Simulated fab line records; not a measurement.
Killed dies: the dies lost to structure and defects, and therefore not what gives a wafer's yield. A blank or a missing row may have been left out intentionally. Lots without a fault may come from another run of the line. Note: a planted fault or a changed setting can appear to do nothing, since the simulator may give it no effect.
fab line records | flow n5-finfet
[record] lots = 5 wafers = 15 last-day = 13
route steps=1938 shown BEOL_M4@1085
lots that met no fault: taken from a fault-free run of the same line
start-h: start of the lot's first displayed wafer, in hours after the record's first day | wait-h: time in hours since the lot's previous step | " identical to the entry in the row above | L1.1+2: a row that stands for several wafers | - value missing, or start not given | * or withheld: withheld | < > ~ a bound
route shown NAME@n: NAME is a module with steps in the file, n the number in the route of the first one | usual: mean and standard deviation over wafers with no fault | same: alike in all rows | chamber/n: place in a boat | sites: readings site by site | _std_site: the standard deviation of these | _edge_site: mean of outer sites minus mean of inner sites | radius-mm: for every site, how far away it sits from the centre of the wafer | mask NAME#n: copy n | behind: the most recent tool/chamber to have shaped the wafer | hold: why the lot went on hold/how many hours it stayed there/how the hold came to an end | device: transistor that didn't switch, given as n, p or np | end of line: the same wafers' tests at the end of the route | for a step that has no rows: nothing shown but its recipe | killed: count of dies lost to structure and defects at first sort (not the wafer's yield) | map: shows each die of a wafer: x if killed, . if not, _ if none is there
set.NAME: setting as actually run; set.NAME@STEP: the setting as run at that earlier step | model.NAME: the simulator's own value behind a step, which no gauge read
lots seen at some steps along the route; tables by step, rows by wafer
services: when a tool's chamber went out of use (start-h, in hours from the record's first day, below 0 if earlier), for how many hours, and the reason
[[steps]]
[step N5_BEOL_M4_ANNEAL_49]
[recipe] temp-c = 400 time-s = 240 ambient = vacuum
[usual] heater-power-w = 845/83
// columns lot.wafer tool chamber start-h wait-h heater-power-w
L074.1 pvd-sputter-01 - 160.06 0.0 979
L074.5 " - " " 747
L074.6 " - " " 822
L077.1 pvd-sputter-01 - 180.68 0.0 933
L077.5 " - " " 813
L077.6 " - " " 975
L081.1 pvd-sputter-01 - 211.46 0.0 956
L081.2 " - " " 747
L081.4 " - " " 902
L082.2 pvd-sputter-02 - 214.99 0.0 917
L082.3 " - " " 743
L082.5 " - " " 797
L083.2 pvd-sputter-02 - 219.46 0.0 925
L083.3 " - " " 735
L083.6 " - " " 726
[step N5_BEOL_M4_SPUTTER_79]
[recipe] material = Cu target-thk-a = 45 temp-c = -20 chamber-pressure-pa = 0.07 power-w = withheld time-s = 8.29
[usual] chuck-gas-flow-sccm = 1.27/0.053 throttle-valve-pct = 30.3/0.93
// columns lot.wafer tool chamber start-h wait-h chuck-gas-flow-sccm throttle-valve-pct
L074.1 pvd-sputter-01 - 160.20 0.1 1.24 31.0
L074.5 " - " " 1.30 28.8
L074.6 " - " " 1.31 31.3
L077.1 pvd-sputter-01 - 180.82 0.1 1.33 30.2
L077.5 " - " " 1.22 31.6
L077.6 " - " " 1.27 31.3
L081.1 pvd-sputter-01 - 211.60 0.1 1.29 30.9
L081.2 " - " " 1.36 29.0
L081.4 " - " " 1.25 30.3
L082.2 pvd-sputter-02 - 215.13 0.1 1.29 29.4
L082.3 " - " " 1.35 29.7
L082.5 " - " " 1.26 30.4
L083.2 pvd-sputter-02 - 219.60 0.1 1.25 29.4
L083.3 " - " " 1.23 29.8
L083.6 " - " " 1.30 30.9
[step N5_BEOL_M4_ANNEAL_80]
[recipe] temp-c = 400 time-s = 240 ambient = vacuum
[usual] heater-power-w = 849/85
// columns lot.wafer tool chamber start-h wait-h heater-power-w
L074.1 pvd-sputter-01 - 160.28 0.0 968
L074.5 " - " " 759
L074.6 " - " " 836
L077.1 pvd-sputter-01 - 180.90 0.0 932
L077.5 " - " " 825
L077.6 " - " " 967
L081.1 pvd-sputter-01 - 211.68 0.0 970
L081.2 " - " " 748
L081.4 " - " " 943
L082.2 pvd-sputter-02 - 215.21 0.0 910
L082.3 " - " " 757
L082.5 " - " " 831
L083.2 pvd-sputter-02 - 219.68 0.0 916
L083.3 " - " " 742
L083.6 " - " " 698
[step N5_BEOL_M4_SPUTTER_81]
[recipe] material = Cu target-thk-a = 45 temp-c = -20 chamber-pressure-pa = 0.07 power-w = withheld time-s = 8.29
[usual] chuck-gas-flow-sccm = 1.27/0.053 throttle-valve-pct = 30.3/0.94
// columns lot.wafer tool chamber start-h wait-h chuck-gas-flow-sccm throttle-valve-pct
L074.1 pvd-sputter-01 - 160.42 0.1 1.31 31.0
L074.5 " - " " 1.28 28.8
L074.6 " - " " 1.33 31.6
L077.1 pvd-sputter-01 - 181.04 0.1 1.32 30.2
L077.5 " - " " 1.27 31.7
L077.6 " - " " 1.32 30.9
L081.1 pvd-sputter-01 - 211.82 0.1 1.24 30.9
L081.2 " - " " 1.28 28.9
L081.4 " - " " 1.35 30.1
L082.2 pvd-sputter-02 - 215.35 0.1 1.25 29.7
L082.3 " - " " 1.24 29.8
L082.5 " - " " 1.34 30.2
L083.2 pvd-sputter-02 - 219.82 0.1 1.27 29.7
L083.3 " - " " 1.26 29.5
L083.6 " - " " 1.27 31.5
[step N5_BEOL_M4_ANNEAL_82]
[recipe] temp-c = 400 time-s = 240 ambient = vacuum
[usual] heater-power-w = 849/86
// columns lot.wafer tool chamber start-h wait-h heater-power-w
L074.1 pvd-sputter-01 - 160.50 0.0 997
L074.5 " - " " 768
L074.6 " - " " 829
L077.1 pvd-sputter-01 - 181.12 0.0 902
L077.5 " - " " 837
L077.6 " - " " 986
L081.1 pvd-sputter-01 - 211.90 0.0 961
L081.2 " - " " 753
L081.4 " - " " 938
L082.2 pvd-sputter-02 - 215.43 0.0 909
L082.3 " - " " 728
L082.5 " - " " 819
L083.2 pvd-sputter-02 - 219.90 0.0 943
L083.3 " - " " 725
L083.6 " - " " 695
[step N5_BEOL_M4_SPUTTER_86]
[recipe] material = Cu target-thk-a = 45 temp-c = -20 chamber-pressure-pa = 0.07 power-w = withheld time-s = 8.29
[usual] chuck-gas-flow-sccm = 1.27/0.052 throttle-valve-pct = 30.3/0.97
// columns lot.wafer tool chamber start-h wait-h chuck-gas-flow-sccm throttle-valve-pct
L074.1 pvd-sputter-01 - 160.64 0.1 1.39 31.0
L074.5 " - " " 1.25 28.9
L074.6 " - " " 1.23 31.9
L077.1 pvd-sputter-01 - 181.26 0.1 1.32 30.0
L077.5 " - " " 1.24 31.7
L077.6 " - " " 1.18 30.9
L081.1 pvd-sputter-01 - 212.04 0.1 1.26 30.8
L081.2 " - " " 1.27 29.1
L081.4 " - " " 1.31 30.3
L082.2 pvd-sputter-02 - 215.57 0.1 1.23 29.6
L082.3 " - " " 1.29 29.8
L082.5 " - " " 1.32 30.2
L083.2 pvd-sputter-02 - 220.04 0.1 1.23 29.7
L083.3 " - " " 1.26 29.6
L083.6 " - " " 1.23 31.3
[step N5_BEOL_M4_ANNEAL_87]
[recipe] temp-c = 400 time-s = 240 ambient = vacuum
[usual] heater-power-w = 847/85
// columns lot.wafer tool chamber start-h wait-h heater-power-w
L074.1 pvd-sputter-01 - 160.72 0.0 945
L074.5 " - " " 762
L074.6 " - " " 833
L077.1 pvd-sputter-01 - 181.34 0.0 944
L077.5 " - " " 830
L077.6 " - " " 964
L081.1 pvd-sputter-01 - 212.12 0.0 965
L081.2 " - " " 766
L081.4 " - " " 935
L082.2 pvd-sputter-02 - 215.65 0.0 895
L082.3 " - " " 730
L082.5 " - " " 819
L083.2 pvd-sputter-02 - 220.12 0.0 894
L083.3 " - " " 751
L083.6 " - " " 701
[step N5_BEOL_M4_SPUTTER_88]
[recipe] material = Cu target-thk-a = 45 temp-c = -20 chamber-pressure-pa = 0.07 power-w = withheld time-s = 8.29
[usual] chuck-gas-flow-sccm = 1.28/0.05 throttle-valve-pct = 30.3/0.95
// columns lot.wafer tool chamber start-h wait-h chuck-gas-flow-sccm throttle-valve-pct
L074.1 pvd-sputter-01 - 160.86 0.1 1.20 31.0
L074.5 " - " " 1.30 28.9
L074.6 " - " " 1.31 31.4
L077.1 pvd-sputter-01 - 181.48 0.1 1.37 30.2
L077.5 " - " " 1.27 31.5
L077.6 " - " " 1.18 31.0
L081.1 pvd-sputter-01 - 212.26 0.1 1.21 31.0
L081.2 " - " " 1.31 28.9
L081.4 " - " " 1.21 30.4
L082.2 pvd-sputter-02 - 215.79 0.1 1.24 29.6
L082.3 " - " " 1.23 29.8
L082.5 " - " " 1.29 30.3
L083.2 pvd-sputter-02 - 220.26 0.1 1.30 29.6
L083.3 " - " " 1.30 29.7
L083.6 " - " " 1.25 31.5
[step N5_BEOL_M4_ANNEAL_89]
[recipe] temp-c = 400 time-s = 240 ambient = vacuum
[usual] heater-power-w = 846/83
// columns lot.wafer tool chamber start-h wait-h heater-power-w
L074.1 pvd-sputter-01 - 160.94 0.0 977
L074.5 " - " " 769
L074.6 " - " " 846
L077.1 pvd-sputter-01 - 181.56 0.0 923
L077.5 " - " " 841
L077.6 " - " " 966
L081.1 pvd-sputter-01 - 212.34 0.0 977
L081.2 " - " " 766
L081.4 " - " " 912
L082.2 pvd-sputter-02 - 215.87 0.0 894
L082.3 " - " " 746
L082.5 " - " " 825
L083.2 pvd-sputter-02 - 220.34 0.0 904
L083.3 " - " " 741
L083.6 " - " " 685
[step N5_BEOL_M4_SPUTTER_90]
[recipe] material = Cu target-thk-a = 45 temp-c = -20 chamber-pressure-pa = 0.07 power-w = withheld time-s = 8.29
[usual] chuck-gas-flow-sccm = 1.27/0.049 throttle-valve-pct = 30.3/0.96
// columns lot.wafer tool chamber start-h wait-h chuck-gas-flow-sccm throttle-valve-pct
L074.1 pvd-sputter-01 - 161.08 0.1 1.20 31.0
L074.5 " - " " 1.31 28.9
L074.6 " - " " 1.37 31.9
L077.1 pvd-sputter-01 - 181.70 0.1 1.31 30.4
L077.5 " - " " 1.29 31.7
L077.6 " - " " 1.23 31.2
L081.1 pvd-sputter-01 - 212.48 0.1 1.37 31.0
L081.2 " - " " 1.31 28.8
L081.4 " - " " 1.20 30.4
L082.2 pvd-sputter-02 - 216.01 0.1 1.30 29.5
L082.3 " - " " 1.29 29.6
L082.5 " - " " 1.30 30.4
L083.2 pvd-sputter-02 - 220.48 0.1 1.19 29.4
L083.3 " - " " 1.32 29.3
L083.6 " - " " 1.33 31.3
[step N5_BEOL_M4_ANNEAL_91]
[recipe] temp-c = 400 time-s = 240 ambient = vacuum
[usual] heater-power-w = 847/85
// columns lot.wafer tool chamber start-h wait-h heater-power-w
L074.1 pvd-sputter-01 - 161.16 0.0 963
L074.5 " - " " 747
L074.6 " - " " 815
L077.1 pvd-sputter-01 - 181.78 0.0 926
L077.5 " - " " 822
L077.6 " - " " 989
L081.1 pvd-sputter-01 - 212.56 0.0 987
L081.2 " - " " 762
L081.4 " - " " 932
L082.2 pvd-sputter-02 - 216.09 0.0 920
L082.3 " - " " 750
L082.5 " - " " 813
L083.2 pvd-sputter-02 - 220.56 0.0 912
L083.3 " - " " 732
L083.6 " - " " 677
[step N5_BEOL_M4_SPUTTER_92]
[recipe] material = Cu target-thk-a = 45 temp-c = -20 chamber-pressure-pa = 0.07 power-w = withheld time-s = 8.29
[usual] chuck-gas-flow-sccm = 1.27/0.053 throttle-valve-pct = 30.2/0.95
// columns lot.wafer tool chamber start-h wait-h chuck-gas-flow-sccm throttle-valve-pct
L074.1 pvd-sputter-01 - 161.30 0.1 1.23 31.0
L074.5 " - " " 1.40 28.9
L074.6 " - " " 1.26 31.7
L077.1 pvd-sputter-01 - 181.92 0.1 1.33 30.3
L077.5 " - " " 1.28 31.6
L077.6 " - " " 1.26 30.9
L081.1 pvd-sputter-01 - 212.70 0.1 1.30 31.3
L081.2 " - " " 1.18 29.0
L081.4 " - " " 1.30 30.3
L082.2 pvd-sputter-02 - 216.23 0.1 1.20 29.6
L082.3 " - " " 1.20 29.6
L082.5 " - " " 1.31 30.2
L083.2 pvd-sputter-02 - 220.70 0.1 1.18 29.5
L083.3 " - " " 1.27 29.9
L083.6 " - " " 1.27 31.3
[step N5_BEOL_M4_ANNEAL_93]
[recipe] temp-c = 400 time-s = 240 ambient = vacuum
[usual] heater-power-w = 849/86
// columns lot.wafer tool chamber start-h wait-h heater-power-w
L074.1 pvd-sputter-01 - 161.38 0.0 1000
L074.5 " - " " 778
L074.6 " - " " 831
L077.1 pvd-sputter-01 - 182.00 0.0 945
L077.5 " - " " 849
L077.6 " - " " 957
L081.1 pvd-sputter-01 - 212.78 0.0 992
L081.2 " - " " 766
L081.4 " - " " 933
L082.2 pvd-sputter-02 - 216.31 0.0 916
L082.3 " - " " 746
L082.5 " - " " 811
L083.2 pvd-sputter-02 - 220.78 0.0 913
L083.3 " - " " 744
L083.6 " - " " 706
[step N5_BEOL_M4_SPUTTER_94]
[recipe] material = Cu target-thk-a = 45 temp-c = -20 chamber-pressure-pa = 0.07 power-w = withheld time-s = 8.29
[usual] chuck-gas-flow-sccm = 1.27/0.051 throttle-valve-pct = 30.3/0.93
// columns lot.wafer tool chamber start-h wait-h chuck-gas-flow-sccm throttle-valve-pct
L074.1 pvd-sputter-01 - 161.52 0.1 1.22 30.9
L074.5 " - " " 1.29 29.2
L074.6 " - " " 1.32 31.9
L077.1 pvd-sputter-01 - 182.14 0.1 1.28 30.2
L077.5 " - " " 1.23 31.6
L077.6 " - " " 1.27 31.2
L081.1 pvd-sputter-01 - 212.92 0.1 1.32 30.7
L081.2 " - " " 1.25 28.7
L081.4 " - " " 1.30 30.4
L082.2 pvd-sputter-02 - 216.45 0.1 1.28 29.4
L082.3 " - " " 1.21 29.5
L082.5 " - " " 1.36 30.6
L083.2 pvd-sputter-02 - 220.92 0.1 1.24 29.2
L083.3 " - " " 1.24 29.8
L083.6 " - " " 1.29 31.2
[step N5_BEOL_M4_ANNEAL_95]
[recipe] temp-c = 400 time-s = 240 ambient = vacuum
[usual] heater-power-w = 848/84
// columns lot.wafer tool chamber start-h wait-h heater-power-w
L074.1 pvd-sputter-01 - 161.60 0.0 943
L074.5 " - " " 759
L074.6 " - " " 835
L077.1 pvd-sputter-01 - 182.22 0.0 936
L077.5 " - " " 843
L077.6 " - " " 1003
L081.1 pvd-sputter-01 - 213.00 0.0 975
L081.2 " - " " 748
L081.4 " - " " 906
L082.2 pvd-sputter-02 - 216.53 0.0 877
L082.3 " - " " 736
L082.5 " - " " 796
L083.2 pvd-sputter-02 - 221.00 0.0 922
L083.3 " - " " 735
L083.6 " - " " 724
[step N5_BEOL_M4_SPUTTER_96]
[recipe] material = Cu target-thk-a = 45 temp-c = -20 chamber-pressure-pa = 0.07 power-w = withheld time-s = 8.29
[usual] chuck-gas-flow-sccm = 1.26/0.055 throttle-valve-pct = 30.2/0.97
// columns lot.wafer tool chamber start-h wait-h chuck-gas-flow-sccm throttle-valve-pct
L074.1 pvd-sputter-01 - 161.74 0.1 1.24 31.0
L074.5 " - " " 1.32 29.0
L074.6 " - " " 1.27 31.7
L077.1 pvd-sputter-01 - 182.36 0.1 1.28 30.2
L077.5 " - " " 1.22 31.5
L077.6 " - " " 1.26 30.9
L081.1 pvd-sputter-01 - 213.14 0.1 1.33 31.1
L081.2 " - " " 1.26 28.9
L081.4 " - " " 1.15 30.1
L082.2 pvd-sputter-02 - 216.67 0.1 1.20 29.7
L082.3 " - " " 1.28 29.5
L082.5 " - " " 1.31 30.3
L083.2 pvd-sputter-02 - 221.14 0.1 1.28 29.6
L083.3 " - " " 1.21 29.6
L083.6 " - " " 1.37 31.5
[step N5_BEOL_M4_ECD_50]
[recipe] material = Cu target-thk-a = 3000
// columns lot.wafer tool chamber start-h wait-h
L074.1+5+6 ecd-cu-01 1,0,1 161.86 0.1
L077.1+5+6 ecd-cu-01 1,1,0 182.48 0.1
L081.1+2+4 ecd-cu-01 1,0,1 213.26 0.1
L082.2+3+5 ecd-cu-01 0 216.79 0.1
L083.2+3+6 ecd-cu-02 0,1,1 221.39 0.2
[step N5_BEOL_M4_ANNEAL_51]
[recipe] temp-c = 225 time-s = 90 ambient = N2
[usual] wafer_temp_C_max = 226.1/0.58
// columns lot.wafer tool chamber start-h wait-h wafer_temp_C_max
L074.1 rtp-anneal-02 0 161.94 0.1 226.8
L074.5 " 0 " " 226.1
L074.6 " 0 " " 226.3
L077.1 rtp-anneal-02 0 182.55 0.1 226.5
L077.5 " 0 " " 226.5
L077.6 " 0 " " 226.5
L081.1 rtp-anneal-02 0 213.34 0.1 226.6
L081.2 " 0 " " 226.9
L081.4 " 0 " " 226.7
L082.2 rtp-anneal-02 0 216.91 0.1 226.3
L082.3 " 0 " " 226.3
L082.5 " 0 " " 227.0
L083.2 rtp-anneal-01 0 221.56 0.2 225.4
L083.3 " 0 " " 225.4
L083.6 " 0 " " 225.5
[step N5_BEOL_M4_CMP_52]
[recipe] stop-on = SiOC t-overpolish-s = 6.8 down-force-psi = 1 platen-rpm = 50 clearing-platen-down-force-psi = 1.5 clearing-platen-rpm = 50 post-cmp-clean = cu-alkaline target-thk-nm = 40 clearing-platen-pad-velocity-m-s = 0.99484 pad-velocity-m-s = 0.99484
[usual] barrier-field-endpoint-s = 24.6/0.61 motor-current-A = 6.3/0.69 overpolish-run-s = 6.801/0.0092 time-to-endpoint-s = 62.5/2.7
// columns lot.wafer tool chamber start-h wait-h barrier-field-endpoint-s motor-current-A overpolish-run-s time-to-endpoint-s
L074.1 cmp-03 2 162.24 0.3 24.4 6.5 6.817 64.0
L074.5 " 2 " " 25.3 6.6 6.775 65.2
L074.6 " 3 " " 24.5 6.4 6.799 60.1
L077.1 cmp-01 2 182.85 0.3 24.9 6.3 6.802 69.1
L077.5 " 2 " " 25.4 6.5 6.801 62.9
L077.6 " 3 " " 24.8 6.7 6.797 65.3
L081.4 cmp-01 3 213.63 0.1 25.0 6.7 6.798 63.4
L081.1 " 0 " " 24.6 7.5 6.805 61.7
L081.2 " 1 " " 25.3 5.5 6.793 65.4
L082.3 cmp-02 3 217.20 0.2 25.1 5.5 6.796 62.2
L082.2 " 1 " " 24.4 7.1 6.801 63.0
L082.5 " 3 " " 25.0 5.6 6.795 64.2
L083.3 cmp-02 2 221.83 0.2 24.4 5.7 6.811 65.8
L083.2 " 0 " " 24.1 5.4 6.800 60.3
L083.6 " 3 " " 24.4 5.6 6.799 64.0
[step N5_BEOL_M4_THK_MEAS_53]
[recipe] thk-meas-gauge = xrf reads = Cu_of_BEOL_M4_ECD_50
[usual] M4_THK = 40.6/1.2
// columns lot.wafer tool chamber start-h wait-h M4_THK[nm]
L074.1 film-metro-02 - 162.53 - 41.7
L074.5 " - " " 40.8
L074.6 " - " " 40.4
L077.1 film-metro-02 - 183.15 - 43.5
L077.5 " - " " 42.0
L077.6 " - " " 41.6
L081.1 film-metro-02 - 213.93 - 40.4
L081.2 " - " " 41.2
L081.4 " - " " 40.7
L082.2 film-metro-01 - 217.46 - 38.0
L082.3 " - " " 39.5
L082.5 " - " " 39.4
L083.2 film-metro-01 - 222.12 - 41.7
L083.3 " - " " 41.7
L083.6 " - " " 40.8
[step N5_BEOL_M4_PRE_CLEAN_60]
[recipe] gas = NH3/H2 time-s = 15 temp-c = * rf-power-w = 300
[usual] heater-power-w = 97/19
// columns lot.wafer tool chamber start-h wait-h heater-power-w
L074.1 cvd-co-01 0 162.57 0.0 101
L074.5 " 2 " " 86
L074.6 " 0 " " 103
L077.1 cvd-co-02 2 183.28 0.1 116
L077.5 " 2 " " 116
L077.6 " 0 " " 71
L081.1 cvd-co-02 2 213.97 0.0 117
L081.2 " 0 " " 71
L081.4 " 0 " " 69
L082.2 cvd-co-01 0 217.49 0.0 101
L082.3 " 2 " " 88
L082.5 " 2 " " 86
L083.2 cvd-co-02 0 222.16 0.0 70
L083.3 " 1 " " 116
L083.6 " 2 " " 118
[step N5_BEOL_M4_CO_CAP_55]
[recipe] material = Co target-thk-a = 20 temp-c = 200 precursor = CCTBA/H2 pressure-torr = 30 time-s = 102.1
[usual] heater-power-w = 250/24
// columns lot.wafer tool chamber start-h wait-h heater-power-w
L074.1 cvd-co-01 0 162.61 0.0 257
L074.5 " 2 " " 236
L074.6 " 0 " " 267
L077.1 cvd-co-02 2 183.32 0.0 274
L077.5 " 2 " " 278
L077.6 " 0 " " 217
L081.1 cvd-co-02 2 214.01 0.0 281
L081.2 " 0 " " 218
L081.4 " 0 " " 214
L082.2 cvd-co-01 0 217.53 0.0 258
L082.3 " 2 " " 239
L082.5 " 2 " " 244
L083.2 cvd-co-02 0 222.20 0.0 218
L083.3 " 1 " " 280
L083.6 " 2 " " 276
[step N5_BEOL_M4_PRE_CLEAN_56]
[recipe] gas = NH3 time-s = 15 temp-c = withheld rf-power-w = 300
// columns lot.wafer tool chamber start-h wait-h
L074.1+5+6 pecvd-04 2,0,1 162.70 0.1
L077.1+5+6 pecvd-04 2,0,2 183.41 0.1
L081.1+2+4 pecvd-02 0,1,2 214.10 0.1
L082.2+3+5 pecvd-02 2,1,1 217.62 0.1
L083.2+3+6 pecvd-04 1,0,0 222.32 0.1
[step N5_BEOL_M4_DEP_57]
[recipe] material = SiCN target-thk-a = 80 temp-c = withheld precursor = 3MS/NH3 pressure-torr = 3 rf-w = 202 time-s = 14
[usual] showerhead-plenum-p-Torr = 3.667/0.015 throttle-valve-pct = 9.0/0.62
// columns lot.wafer tool chamber start-h wait-h showerhead-plenum-p-Torr throttle-valve-pct
L074.1 pecvd-04 2 162.73 0.0 3.661 9.6
L074.5 " 0 " " 3.679 8.8
L074.6 " 1 " " 3.671 8.3
L077.1 pecvd-04 2 183.44 0.0 3.671 9.5
L077.5 " 0 " " 3.689 8.6
L077.6 " 2 " " 3.663 9.4
L081.1 pecvd-02 0 214.12 0.0 3.643 10.0
L081.2 " 1 " " 3.655 9.5
L081.4 " 2 " " 3.666 8.3
L082.2 pecvd-02 2 217.65 0.0 3.678 8.3
L082.3 " 1 " " 3.658 9.7
L082.5 " 1 " " 3.653 9.8
L083.2 pecvd-04 1 222.36 0.0 3.661 8.3
L083.3 " 0 " " 3.682 8.9
L083.6 " 0 " " 3.677 8.8
[step N5_BEOL_M4_RS_MEAS_58]
[recipe] thk-meas-gauge = four-point-probe reads = Co_of_BEOL_M4_CO_CAP_55+Cu_of_BEOL_M4_ECD_50+Co_of_BEOL_M4_CVD_47+TaN_of_BEOL_M4_ALD_84
[usual] M4_RS = 0.664/0.024
// columns lot.wafer tool chamber start-h wait-h M4_RS[ohm/sq]
L074.1 film-metro-02 - 162.79 0.0 0.645
L074.5 " - " " 0.665
L074.6 " - " " 0.672
L077.1 film-metro-01 - 183.50 0.0 0.612
L077.5 " - " " 0.642
L077.6 " - " " 0.649
L081.1 film-metro-01 - 214.19 0.0 0.666
L081.2 " - " " 0.648
L081.4 " - " " 0.659
L082.2 film-metro-02 - 217.72 0.1 0.712
L082.3 " - " " 0.678
L082.5 " - " " 0.676
L083.2 film-metro-02 - 222.44 0.1 0.639
L083.3 " - " " 0.645
L083.6 " - " " 0.660
[step N5_BEOL_M4_INSPECT_59]
[recipe] inspect-instrument = darkfield mode = post-dep
[usual] raw-defect-count = 72/26
// columns lot.wafer tool chamber start-h wait-h raw-defect-count
L074.1 defect-inspect-02 - 162.82 0.0 54
L074.5 " - " " 61
L074.6 " - " " 45
L077.1 defect-inspect-01 - 183.53 0.0 54
L077.5 " - " " 44
L077.6 " - " " 41
L081.1 defect-inspect-02 - 214.22 0.0 41
L081.2 " - " " 48
L081.4 " - " " 49
L082.2 defect-inspect-01 - 217.74 0.0 99
L082.3 " - " " 78
L082.5 " - " " 78
L083.2 defect-inspect-02 - 222.47 0.0 57
L083.3 " - " " 55
L083.6 " - " " 58
[[services]]
// columns tool chamber start-h hours kind
cmp-01 - 140.30 2.7 repair
cmp-03 - 148.96 0.9 repair
pvd-sputter-02 - 153.37 1.0 repair
cmp-01 - 157.30 1.3 repair
pecvd-02 - 189.03 6.0 pm
cvd-co-02 - 191.70 1.9 repair
cmp-03 - 193.33 4.0 pm
cmp-03 - 197.33 - consumable-replace:conditioner
cmp-03 - 197.33 - consumable-replace:pad
cmp-03 - 197.70 1.8 repair
cmp-03 - 200.88 9.4 pm
pecvd-04 2 202.38 - clean
pecvd-04 2 202.38 - consumable-replace:showerhead
pecvd-04 2 202.38 29.0 scheduled-down
pecvd-04 2 202.38 29.0 vent-cycle
cmp-03 - 214.96 4.3 pm
ecd-cu-01 - 219.27 2.7 repair
[[key]]
fault none
